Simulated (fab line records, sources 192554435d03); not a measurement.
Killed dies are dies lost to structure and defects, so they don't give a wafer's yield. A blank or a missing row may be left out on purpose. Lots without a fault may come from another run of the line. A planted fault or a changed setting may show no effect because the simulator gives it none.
Split-lot experiment | flow n5_finfet | 7 lots, 21 wafers read, on a route of 1938 steps

THE SPLIT
At N5_BEOL_M4_ETCH_70 (etches SOC in N2/H2, target depth 80 nm, overetch 24 nm, time 130 s), the setting source_w was moved away from the recipe's 840 W on 8 of the 21 wafers read, by -6.8% to +16.2%. The other wafers ran this setting at the recipe's value.

The reading is taken at the split's own step.

THE READING
rf_vpp_V, in V, at N5_BEOL_M4_ETCH_70 (etches SOC in N2/H2, target depth 80 nm, overetch 24 nm, time 130 s). Fault-free wafers of this fab line usually give 523.3 V, standard deviation 2.4 V.

wafer  | tool, chamber at the split | source_w as run, W | against the recipe | rf_vpp_V, V | against lot-mates on the recipe
L077.1 | rie_diel-04, 1             | 840                | recipe             | 524.8       | -
L077.2 | rie_diel-04, 2             | 962.7              | +14.6%             | 496.8       | -27.7
L077.3 | rie_diel-04, 3             | 840                | recipe             | 524.2       | -
L081.1 | rie_diel-02, 1             | 840                | recipe             | 526.3       | -
L081.4 | rie_diel-02, 0             | 787.3              | -6.3%              | 535.9       | +9.6
L081.5 | rie_diel-02, 3             | 787.3              | -6.3%              | 539.3       | +13.0
L084.4 | rie_diel-06, 1             | 840                | recipe             | 526.9       | -
L084.5 | rie_diel-06, 3             | 840                | recipe             | 523.1       | -
L084.6 | rie_diel-06, 2             | 840                | recipe             | 520.6       | -
L086.1 | rie_diel-04, 0             | 976.2              | +16.2%             | 496.0       | no lot-mate on the recipe
L086.3 | rie_diel-04, 2             | 976.2              | +16.2%             | 494.3       | no lot-mate on the recipe
L086.5 | rie_diel-04, 1             | 976.2              | +16.2%             | 499.9       | no lot-mate on the recipe
L088.4 | rie_diel-06, 2             | 840                | recipe             | 521.0       | -
L088.5 | rie_diel-06, 3             | 840                | recipe             | 523.6       | -
L088.6 | rie_diel-06, 0             | 840                | recipe             | 526.1       | -
L091.1 | rie_diel-06, 2             | 840                | recipe             | 520.1       | -
L091.2 | rie_diel-06, 3             | 840                | recipe             | 522.4       | -
L091.5 | rie_diel-06, 2             | 840                | recipe             | 519.4       | -
L094.1 | rie_diel-06, 2             | 840                | recipe             | 520.5       | -
L094.3 | rie_diel-06, 1             | 782.6              | -6.8%              | 536.6       | +16.1
L094.5 | rie_diel-06, 1             | 782.6              | -6.8%              | 536.4       | +15.9

THE FIT
A straight line over all 21 wafers: rf_vpp_V changes by -1.75 V for each +1% of source_w; r = -0.98; the points scatter about the line by 2.6 V.
The same after taking each lot's own level away (the mean of its wafers on the recipe; 18 wafers): -1.98 V for each +1%; r = -0.98; scatter 1.9 V.
On that fit, the largest move of source_w shifts the reading by 32 V.
The lots' own levels span 520.50 to 526.30 V, that is 2.4 times the standard deviation above.
So the lot-to-lot level changes the slope: the two fits differ.
Check: with one of the wafers moved furthest among these (+14.6%) left out of the fit, the line predicts -30.7 V for it against its lot-mates. It came out at -27.7 V against them.
Tool readings at the split's step, against how far the setting was moved: rf_vpp_V r = -0.98.

OTHER SPLITS ON THESE WAFERS
These wafers also went through other splits before the reading. Each is held against what the fit with the lots' levels taken away leaves over:
other split on the same wafers   | wafers away from the commonest value | r with rf_vpp_V (lot level and that fit taken away)
N5_BEOL_M1_ILD_DEP_00 time_s     | 11                                   | -0.06
N5_BEOL_M2_ALD_98 ald_cycles     | 4                                    | -0.30
N5_BEOL_M2_TRENCH_ETCH_37 time_s | 10                                   | +0.24
N5_BEOL_M2_SPUTTER_86 time_s     | 3                                    | +0.21
N5_BEOL_M3_EXPOSE_25 dose_mj     | 6                                    | +0.01
N5_BEOL_M3_ETCH_70 source_w      | 6                                    | +0.19

THE FILE'S OWN FIT
rf_vpp_V changes by -1.95 V for each +1% of source_w, r = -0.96.
